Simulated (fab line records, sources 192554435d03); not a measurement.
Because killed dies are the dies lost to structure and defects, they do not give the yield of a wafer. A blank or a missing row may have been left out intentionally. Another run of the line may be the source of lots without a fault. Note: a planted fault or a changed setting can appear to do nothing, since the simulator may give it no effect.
Which of the tools did it? | flow n5_finfet | 22 lots with 66 wafers sampled at 6 steps, on a route of 1938 steps

WHAT EACH GAUGE READ, for each wafer
The record lacks any reading of a measuring or inspecting step that a usual standard deviation could be used to judge.

EACH LOT AND THE TOOL THAT RAN IT (in order: tool; ch and the chambers of the sampled wafers; start)
lot  | N5_BEOL_M8_DEP_56               | N5_BEOL_M9_HM_OPEN_17             | N5_BEOL_M9_ETCH_65                 | N5_BEOL_M9_STRIP_80                           | N5_BEOL_M9_SURFACE_TREAT_79  | N5_BEOL_M9_CMP_52
L074 | pecvd-04 ch 0,1, day 10 11:37   | rie_metal-03 ch 0,1, day 10 13:38 | rie_diel-01 ch 0,2, day 10 15:11   | rie_diel-01 ch 0,2, day 10 17:17 or earlier   | pvd_sputter-01, day 10 17:17 | cmp-01 ch 2,3, day 10 18:07
L075 | pecvd-02 ch 0,1, day 11 16:29   | rie_metal-02 ch 0,1, day 11 18:46 | rie_diel-06 ch 1,2,3, day 11 19:53 | rie_diel-06 ch 1,2,3, day 11 21:27 or earlier | pvd_sputter-01, day 11 21:27 | cmp-01 ch 0,3, day 11 22:10
L077 | pecvd-02 ch 0,1,2, day 12 02:38 | rie_metal-02 ch 0,1, day 12 04:19 | rie_diel-06 ch 0,1,2, day 12 07:13 | rie_diel-06 ch 0,2, day 12 11:16 or earlier   | pvd_sputter-01, day 12 11:16 | cmp-01 ch 1,3, day 12 12:02
L076 | pecvd-03 ch 0,1,2, day 12 11:59 | rie_metal-03 ch 0,1, day 12 13:55 | rie_diel-03 ch 0,1,2, day 12 14:55 | rie_diel-03 ch 0,1,2, day 12 16:14 or earlier | pvd_sputter-01, day 12 16:14 | cmp-04 ch 0,1, day 12 16:56
L078 | pecvd-04 ch 0,1,2, day 12 19:12 | rie_metal-03 ch 0,1, day 12 22:28 | rie_diel-06 ch 0,2,3, day 13 00:26 | rie_diel-06 ch 0,2,3, day 13 03:30 or earlier | pvd_sputter-01, day 13 03:30 | cmp-04 ch 0,3, day 13 04:14
L079 | pecvd-02 ch 1,2, day 12 23:04   | rie_metal-01 ch 0,1, day 13 01:16 | rie_diel-06 ch 0,3, day 13 03:27   | rie_diel-06 ch 0,3, day 13 06:25 or earlier   | pvd_sputter-02, day 13 06:25 | cmp-01 ch 0,2,3, day 13 07:12
L080 | pecvd-03 ch 0,2, day 13 09:55   | rie_metal-03 ch 0,1, day 13 12:25 | rie_diel-03 ch 0,3, day 13 13:37   | rie_diel-03 ch 0,3, day 13 15:17 or earlier   | pvd_sputter-01, day 13 15:17 | cmp-02 ch 1,3, day 13 16:27
L081 | pecvd-02 ch 1,2, day 14 21:10   | rie_metal-01 ch 0,1, day 14 23:49 | rie_diel-01 ch 0,2,3, day 15 01:44 | rie_diel-01 ch 0,2,3, day 15 03:05 or earlier | pvd_sputter-01, day 15 03:05 | cmp-04 ch 0,1,2, day 15 03:59
L083 | pecvd-04 ch 0,1,2, day 15 18:54 | rie_metal-02 ch 0,1, day 15 21:55 | rie_diel-01 ch 0,1,2, day 15 23:11 | rie_diel-01 ch 0,1,2, day 16 01:22 or earlier | pvd_sputter-03, day 16 01:22 | cmp-04 ch 0,1,2, day 16 02:22
L084 | pecvd-04 ch 0,1,2, day 15 20:35 | rie_metal-03 ch 0,1, day 15 22:56 | rie_diel-01 ch 0,3, day 16 00:47   | rie_diel-01 ch 0,3, day 16 03:26 or earlier   | pvd_sputter-03, day 16 03:26 | cmp-02 ch 1,2,3, day 16 04:57
L085 | pecvd-03 ch 0,2, day 16 04:55   | rie_metal-01 ch 0, day 16 08:26   | rie_diel-01 ch 1,2,3, day 16 12:01 | rie_diel-01 ch 1,2,3, day 16 13:20 or earlier | pvd_sputter-01, day 16 13:20 | cmp-02 ch 1,2, day 16 14:32
L086 | pecvd-02 ch 0,1,2, day 16 14:26 | rie_metal-01 ch 0,1, day 16 17:24 | rie_diel-06 ch 0,3, day 16 20:46   | rie_diel-06 ch 0,3, day 16 22:26 or earlier   | pvd_sputter-01, day 16 22:26 | cmp-04 ch 2,3, day 16 23:29
L087 | pecvd-02 ch 0,1,2, day 17 01:29 | rie_metal-02 ch 0,1, day 17 04:12 | rie_diel-01 ch 0,3, day 17 04:55   | rie_diel-01 ch 0,3, day 17 06:29 or earlier   | pvd_sputter-01, day 17 06:29 | cmp-01 ch 0,1,3, day 17 07:14
L090 | pecvd-03 ch 0,1,2, day 17 02:01 | rie_metal-01 ch 0,1, day 17 04:17 | rie_diel-03 ch 1,2, day 17 05:11   | rie_diel-03 ch 1,2, day 17 07:13 or earlier   | pvd_sputter-02, day 17 07:13 | cmp-04 ch 0,2,3, day 17 10:53
L088 | pecvd-04 ch 0,2, day 17 14:13   | rie_metal-02 ch 0,1, day 17 15:57 | rie_diel-03 ch 0,3, day 17 20:16   | rie_diel-03 ch 0,3, day 17 21:55 or earlier   | pvd_sputter-02, day 17 21:55 | cmp-02 ch 0,1, day 17 22:40
L095 | pecvd-03 ch 0,1,2, day 18 04:20 | rie_metal-02 ch 0,1, day 18 07:58 | rie_diel-03 ch 0,1,2, day 18 10:25 | rie_diel-03 ch 0,1,2, day 18 12:32 or earlier | pvd_sputter-03, day 18 12:32 | cmp-01 ch 0,3, day 18 13:32
L091 | pecvd-03 ch 0,1,2, day 18 10:03 | rie_metal-02 ch 0,1, day 18 12:04 | rie_diel-01 ch 0,1,2, day 18 13:10 | rie_diel-01 ch 0,1,2, day 18 16:16 or earlier | pvd_sputter-01, day 18 16:16 | cmp-04 ch 0,1,3, day 18 17:10
L092 | pecvd-02 ch 0,2, day 18 18:38   | rie_metal-02 ch 0,1, day 18 21:01 | rie_diel-03 ch 0,1,3, day 19 00:40 | rie_diel-03 ch 0,1,3, day 19 02:40 or earlier | pvd_sputter-01, day 19 02:40 | cmp-04 ch 0,2, day 19 03:45
L089 | pecvd-02 ch 0,1,2, day 19 03:33 | rie_metal-03 ch 0,1, day 19 06:19 | rie_diel-06 ch 0,1,3, day 19 07:44 | rie_diel-06 ch 0,1,3, day 19 09:44 or earlier | pvd_sputter-03, day 19 09:44 | cmp-02 ch 1,2,3, day 19 10:44
L093 | pecvd-02 ch 1,2, day 19 05:14   | rie_metal-01 ch 0,1, day 19 09:09 | rie_diel-01 ch 0,1,3, day 19 13:16 | rie_diel-01 ch 0,1,3, day 19 16:47 or earlier | pvd_sputter-02, day 19 16:47 | cmp-04 ch 1,2, day 19 17:33
L082 | pecvd-02 ch 1,2, day 19 11:01   | rie_metal-01 ch 0, day 19 14:27   | rie_diel-06 ch 1,3, day 19 18:55   | rie_diel-06 ch 1,3, day 19 20:43 or earlier   | pvd_sputter-02, day 19 20:43 | cmp-04 ch 0,1,3, day 19 21:29
L096 | pecvd-02 ch 1,2, day 19 12:11   | rie_metal-03 ch 0,1, day 19 15:07 | rie_diel-01 ch 1,2,3, day 19 19:04 | rie_diel-01 ch 1,2,3, day 19 20:45 or earlier | pvd_sputter-02, day 19 20:45 | cmp-02 ch 0,1, day 19 21:51
- N5_BEOL_M8_DEP_56: deposits SiCN from 3MS/NH3, target thk 10 nm, time 17.5 s.
- N5_BEOL_M9_HM_OPEN_17: chemistry Cl2/BCl3, target TiN, target depth 20 nm, overetch 6 nm.
- N5_BEOL_M9_ETCH_65: etches SiARC in CF4, target depth 15.6 nm, time 26 s.
- N5_BEOL_M9_STRIP_80: strips in N2/H2, time 10 s.
- N5_BEOL_M9_SURFACE_TREAT_79
- N5_BEOL_M9_CMP_52: polishes, stops on SiCOH lowk, t overpolish 7 s, target thk 140 nm.

WHAT THE TOOLS THEMSELVES READ (means of the sampled wafers that have a number; where no wafer has one, the mark that the record gives instead)
N5_BEOL_M8_DEP_56. Usual: showerhead_plenum_p_Torr 3.659 Torr, standard deviation 0.011; showerhead_vpp_V 884 V, standard deviation 36; throttle_valve_pct 9.0 %, standard deviation 0.3.
lot  | tool     | showerhead_plenum_p_Torr (Torr) | showerhead_vpp_V (V) | throttle_valve_pct (%) | flag
L074 | pecvd-04 | 3.668                           | 839                  | 8.9                    |
L075 | pecvd-02 | 3.660                           | 889                  | 9.1                    |
L077 | pecvd-02 | 3.655                           | 889                  | 8.9                    |
L076 | pecvd-03 | 3.654                           | 909                  | 9.1                    |
L078 | pecvd-04 | 3.667                           | 854                  | 9.0                    |
L079 | pecvd-02 | 3.662                           | 888                  | 8.9                    |
L080 | pecvd-03 | 3.660                           | 911                  | 8.7                    |
L081 | pecvd-02 | 3.655                           | 893                  | 9.0                    |
L083 | pecvd-04 | 3.660                           | 853                  | 9.1                    |
L084 | pecvd-04 | 3.660                           | 857                  | 9.1                    |
L085 | pecvd-03 | 3.663                           | 913                  | 9.0                    |
L086 | pecvd-02 | 3.663                           | 886                  | 9.0                    |
L087 | pecvd-02 | 3.661                           | 882                  | 9.1                    |
L090 | pecvd-03 | 3.656                           | 904                  | 9.1                    |
L088 | pecvd-04 | 3.651                           | 865                  | 9.3                    |
L095 | pecvd-03 | 3.655                           | 907                  | 9.0                    |
L091 | pecvd-03 | 3.651                           | 916                  | 9.2                    |
L092 | pecvd-02 | 3.659                           | 915                  | 9.2                    |
L089 | pecvd-02 | 3.663                           | 887                  | 9.1                    |
L093 | pecvd-02 | 3.655                           | 860                  | 8.8                    |
L082 | pecvd-02 | 3.664                           | 862                  | 9.0                    |
L096 | pecvd-02 | 3.658                           | 854                  | 8.8                    |

N5_BEOL_M9_HM_OPEN_17. Usual: bcl3_flow_sccm 21.74 sccm, standard deviation 0.061; drypump_motor_current_A 5.7 A, standard deviation 0.31; oes_ar_750_au 0.82 a.u., standard deviation 0.11; oes_product_au 0.70 a.u., standard deviation 0.092; throttle_valve_pct 22.08 %, standard deviation 0.15.
lot  | tool         | bcl3_flow_sccm (sccm) | drypump_motor_current_A (A) | oes_ar_750_au (a.u.) | oes_product_au (a.u.) | throttle_valve_pct (%) | flag
L074 | rie_metal-03 | 21.78                 | 5.3                         | 0.70                 | 0.61                  | 22.13                  |
L075 | rie_metal-02 | 21.72                 | 6.1                         | 0.83                 | 0.71                  | 22.12                  |
L077 | rie_metal-02 | 21.79                 | 6.1                         | 0.83                 | 0.70                  | 22.13                  |
L076 | rie_metal-03 | 21.66                 | 5.3                         | 0.70                 | 0.60                  | 22.14                  |
L078 | rie_metal-03 | 21.78                 | 5.3                         | 0.70                 | 0.61                  | 22.13                  |
L079 | rie_metal-01 | 21.71                 | 5.7                         | 0.65                 | 0.56                  | 22.16                  |
L080 | rie_metal-03 | 21.67                 | 5.3                         | 0.70                 | 0.59                  | 22.14                  |
L081 | rie_metal-01 | 21.77                 | 5.6                         | 0.87                 | 0.74                  | 21.99                  |
L083 | rie_metal-02 | 21.74                 | 5.9                         | 0.86                 | 0.73                  | 22.10                  |
L084 | rie_metal-03 | 21.75                 | 5.4                         | 0.73                 | 0.63                  | 22.18                  |
L085 | rie_metal-01 | 21.72                 | 5.5                         | 0.95                 | 0.81                  | 21.80                  |
L086 | rie_metal-01 | 21.75                 | 5.8                         | 0.97                 | 0.82                  | 21.96                  |
L087 | rie_metal-02 | 21.77                 | 5.9                         | 0.85                 | 0.73                  | 22.09                  |
L090 | rie_metal-01 | 21.68                 | 5.7                         | 0.94                 | 0.81                  | 21.89                  |
L088 | rie_metal-02 | 21.73                 | 5.9                         | 0.84                 | 0.72                  | 22.09                  |
L095 | rie_metal-02 | 21.72                 | 5.9                         | 0.84                 | 0.72                  | 22.11                  |
L091 | rie_metal-02 | 21.70                 | 6.1                         | 0.79                 | 0.67                  | 22.15                  |
L092 | rie_metal-02 | 21.83                 | 5.9                         | 0.83                 | 0.70                  | 22.10                  |
L089 | rie_metal-03 | 21.79                 | 5.4                         | 0.82                 | 0.70                  | 22.14                  |
L093 | rie_metal-01 | 21.69                 | 5.8                         | 0.92                 | 0.78                  | 21.99                  |
L082 | rie_metal-01 | 21.78                 | 5.6                         | 0.91                 | 0.77                  | 21.82                  |
L096 | rie_metal-03 | 21.76                 | 5.4                         | 0.81                 | 0.69                  | 22.13                  |

N5_BEOL_M9_ETCH_65. Usual: cf4_flow_sccm 100.0 sccm (standard deviation 0.31); drypump_motor_current_A 5.8 A (standard deviation 0.35); etch_rf_on_time_s 25.9 s (standard deviation 0.37); oes_product_au 0.69 a.u. (standard deviation 0.056); rf_vpp_V 184.2 V (standard deviation 1.2); showerhead_plenum_p_Torr 2.15 Torr (standard deviation 0.066); throttle_valve_pct 15.58 % (standard deviation 0.19).
lot  | tool        | cf4_flow_sccm (sccm) | drypump_motor_current_A (A) | etch_rf_on_time_s (s) | oes_product_au (a.u.) | rf_vpp_V (V) | showerhead_plenum_p_Torr (Torr) | throttle_valve_pct (%) | flag
L074 | rie_diel-01 | 99.8                 | 5.5                         | 25.9                  | 0.73                  | 183.6        | 2.12                            | 15.64                  |
L075 | rie_diel-06 | 99.9                 | 5.9                         | 25.8                  | 0.67                  | 183.9        | 2.09                            | 15.59                  |
L077 | rie_diel-06 | 99.7                 | 6.1                         | 25.9                  | 0.69                  | 184.0        | 2.16                            | 15.61                  |
L076 | rie_diel-03 | 100.0                | 5.7                         | 25.9                  | 0.66                  | 183.9        | 2.15                            | 15.62                  |
L078 | rie_diel-06 | 100.2                | 5.9                         | 26.1                  | 0.63                  | 184.0        | 2.13                            | 15.59                  |
L079 | rie_diel-06 | 100.1                | 6.3                         | 26.2                  | 0.61                  | 183.9        | 2.15                            | 15.60                  |
L080 | rie_diel-03 | 100.2                | 6.1                         | 26.1                  | 0.69                  | 182.9        | 2.08                            | 15.64                  |
L081 | rie_diel-01 | 99.8                 | 5.7                         | 25.7                  | 0.71                  | 183.8        | 2.14                            | 15.65                  |
L083 | rie_diel-01 | 100.0                | 5.6                         | 25.6                  | 0.72                  | 184.3        | 2.17                            | 15.65                  |
L084 | rie_diel-01 | 99.9                 | 5.9                         | 25.5                  | 0.72                  | 184.1        | 2.14                            | 15.52                  |
L085 | rie_diel-01 | 99.8                 | 5.8                         | 25.7                  | 0.72                  | 185.4        | 2.20                            | 15.62                  |
L086 | rie_diel-06 | 100.0                | 6.3                         | 26.4                  | 0.68                  | 184.5        | 2.23                            | 15.47                  |
L087 | rie_diel-01 | 99.9                 | 5.8                         | 25.4                  | 0.72                  | 184.5        | 2.14                            | 15.53                  |
L090 | rie_diel-03 | 99.9                 | 5.4                         | 25.9                  | 0.75                  | 185.8        | 2.18                            | 15.30                  |
L088 | rie_diel-03 | 99.8                 | 6.1                         | 26.1                  | 0.67                  | 183.0        | 2.07                            | 15.70                  |
L095 | rie_diel-03 | 100.4                | 5.7                         | 26.0                  | 0.71                  | 184.1        | 2.14                            | 15.53                  |
L091 | rie_diel-01 | 100.1                | 5.6                         | 26.0                  | 0.70                  | 185.0        | 2.17                            | 15.68                  |
L092 | rie_diel-03 | 99.9                 | 5.8                         | 26.3                  | 0.70                  | 183.9        | 2.10                            | 15.49                  |
L089 | rie_diel-06 | 100.1                | 6.2                         | 25.7                  | 0.70                  | 184.3        | 2.18                            | 15.50                  |
L093 | rie_diel-01 | 99.9                 | 5.7                         | 25.8                  | 0.71                  | 183.9        | 2.17                            | 15.57                  |
L082 | rie_diel-06 | 100.2                | 6.0                         | 25.8                  | 0.74                  | 184.5        | 2.20                            | 15.32                  |
L096 | rie_diel-01 | 100.0                | 5.8                         | 26.0                  | 0.69                  | 185.3        | 2.19                            | 15.66                  |

N5_BEOL_M9_STRIP_80. Usual: drypump_motor_current_A 5.8 A, standard deviation 0.35; oes_product_au 0.81 a.u., standard deviation 0.065; rf_vpp_V 59.2 V, standard deviation 0.89; showerhead_plenum_p_Torr 2.56 Torr, standard deviation 0.085; throttle_valve_pct 23.63 %, standard deviation 0.23.
lot  | tool        | drypump_motor_current_A (A) | oes_product_au (a.u.) | rf_vpp_V (V) | showerhead_plenum_p_Torr (Torr) | throttle_valve_pct (%) | flag
L074 | rie_diel-01 | 5.5                         | 0.87                  | 59.2         | 2.52                            | 23.72                  |
L075 | rie_diel-06 | 5.9                         | 0.79                  | 58.6         | 2.48                            | 23.54                  |
L077 | rie_diel-06 | 5.8                         | 0.77                  | 59.8         | 2.58                            | 23.53                  |
L076 | rie_diel-03 | 5.7                         | 0.77                  | 59.4         | 2.55                            | 23.66                  |
L078 | rie_diel-06 | 5.9                         | 0.73                  | 58.8         | 2.52                            | 23.58                  |
L079 | rie_diel-06 | 6.3                         | 0.72                  | 59.5         | 2.55                            | 23.68                  |
L080 | rie_diel-03 | 6.1                         | 0.81                  | 59.2         | 2.46                            | 23.60                  |
L081 | rie_diel-01 | 5.7                         | 0.83                  | 59.2         | 2.54                            | 23.71                  |
L083 | rie_diel-01 | 5.6                         | 0.84                  | 60.0         | 2.58                            | 23.82                  |
L084 | rie_diel-01 | 5.9                         | 0.85                  | 59.6         | 2.54                            | 23.59                  |
L085 | rie_diel-01 | 5.8                         | 0.84                  | 59.8         | 2.61                            | 23.81                  |
L086 | rie_diel-06 | 6.3                         | 0.79                  | 59.5         | 2.65                            | 23.58                  |
L087 | rie_diel-01 | 5.9                         | 0.83                  | 59.1         | 2.54                            | 23.60                  |
L090 | rie_diel-03 | 5.4                         | 0.87                  | 60.2         | 2.58                            | 23.38                  |
L088 | rie_diel-03 | 6.0                         | 0.79                  | 58.5         | 2.45                            | 23.64                  |
L095 | rie_diel-03 | 5.7                         | 0.82                  | 58.7         | 2.54                            | 23.59                  |
L091 | rie_diel-01 | 5.6                         | 0.83                  | 59.9         | 2.57                            | 23.85                  |
L092 | rie_diel-03 | 5.8                         | 0.82                  | 57.2         | 2.49                            | 23.46                  |
L089 | rie_diel-06 | 6.2                         | 0.82                  | 58.5         | 2.60                            | 23.57                  |
L093 | rie_diel-01 | 5.7                         | 0.84                  | 59.3         | 2.57                            | 23.71                  |
L082 | rie_diel-06 | 6.0                         | 0.87                  | 59.7         | 2.62                            | 23.38                  |
L096 | rie_diel-01 | 5.8                         | 0.81                  | 59.2         | 2.60                            | 23.82                  |

N5_BEOL_M9_CMP_52. Usual: barrier_field_endpoint_s 29.1 s, standard deviation 0.6; motor_current_A 6.2 A, standard deviation 0.7; overpolish_run_s 6.998 s, standard deviation 0.0091; retaining_ring_pressure_frac 1.000, standard deviation 0.0046; time_to_endpoint_s 66.7 s, standard deviation 2.5.
lot  | tool   | barrier_field_endpoint_s (s) | motor_current_A (A) | overpolish_run_s (s) | retaining_ring_pressure_frac | time_to_endpoint_s (s) | flag
L074 | cmp-01 | 29.9                         | 6.8                 | 7.001                | 0.998                        | 69.2                   |
L075 | cmp-01 | 29.2                         | 6.4                 | 6.997                | 1.003                        | 68.0                   |
L077 | cmp-01 | 28.7                         | 6.1                 | 6.998                | 0.999                        | 67.2                   |
L076 | cmp-04 | 29.0                         | 6.2                 | 7.000                | 0.995                        | 65.3                   |
L078 | cmp-04 | 30.0                         | 6.4                 | 6.999                | 0.997                        | 68.0                   |
L079 | cmp-01 | 28.6                         | 6.8                 | 6.998                | 1.003                        | 67.2                   |
L080 | cmp-02 | 28.7                         | 5.4                 | 6.999                | 1.002                        | 65.1                   |
L081 | cmp-04 | 29.0                         | 6.4                 | 7.001                | 0.999                        | 66.3                   |
L083 | cmp-04 | 28.7                         | 6.2                 | 6.993                | 1.000                        | 68.1                   |
L084 | cmp-02 | 29.2                         | 6.1                 | 7.004                | 0.999                        | 67.7                   |
L085 | cmp-02 | 28.6                         | 6.5                 | 6.986                | 1.003                        | 63.3                   |
L086 | cmp-04 | 28.7                         | 6.3                 | 7.002                | 0.997                        | 66.9                   |
L087 | cmp-01 | 29.8                         | 5.9                 | 7.006                | 1.003                        | 66.9                   |
L090 | cmp-04 | 29.7                         | 6.2                 | 7.009                | 1.000                        | 68.6                   |
L088 | cmp-02 | 29.3                         | 6.2                 | 6.993                | 0.994                        | 68.5                   |
L095 | cmp-01 | 28.4                         | 6.6                 | 6.992                | 1.002                        | 65.0                   |
L091 | cmp-04 | 29.2                         | 6.4                 | 7.005                | 0.998                        | 67.1                   |
L092 | cmp-04 | 29.1                         | 5.9                 | 7.000                | 0.999                        | 66.3                   |
L089 | cmp-02 | 28.4                         | 6.1                 | 7.005                | 1.000                        | 64.9                   |
L093 | cmp-04 | 28.6                         | 6.8                 | 6.992                | 0.999                        | 67.4                   |
L082 | cmp-04 | 29.2                         | 6.4                 | 7.005                | 0.999                        | 65.5                   |
L096 | cmp-02 | 28.6                         | 6.5                 | 6.998                | 0.998                        | 61.9                   |

THE ANSWER, worked out from the rows above alone
Rule: lot off if the mean of its wafers having a number is beyond 3 standard deviations from the usual mean. Also off: a lot with no number at a reading for which 4 or more lots have one. Where the step has rows for the other lots, those lots are counted as sound. First the gauges in route order, then the tools' own readings, where a lot's mean is used as printed above. At the first step where some lot is off, the reading lying furthest off is the one used; lots without a number count as furthest.
No lot is off at any reading shown: from this, nothing can be told.

WHAT HAD BEEN PUT IN BY THE SIMULATOR
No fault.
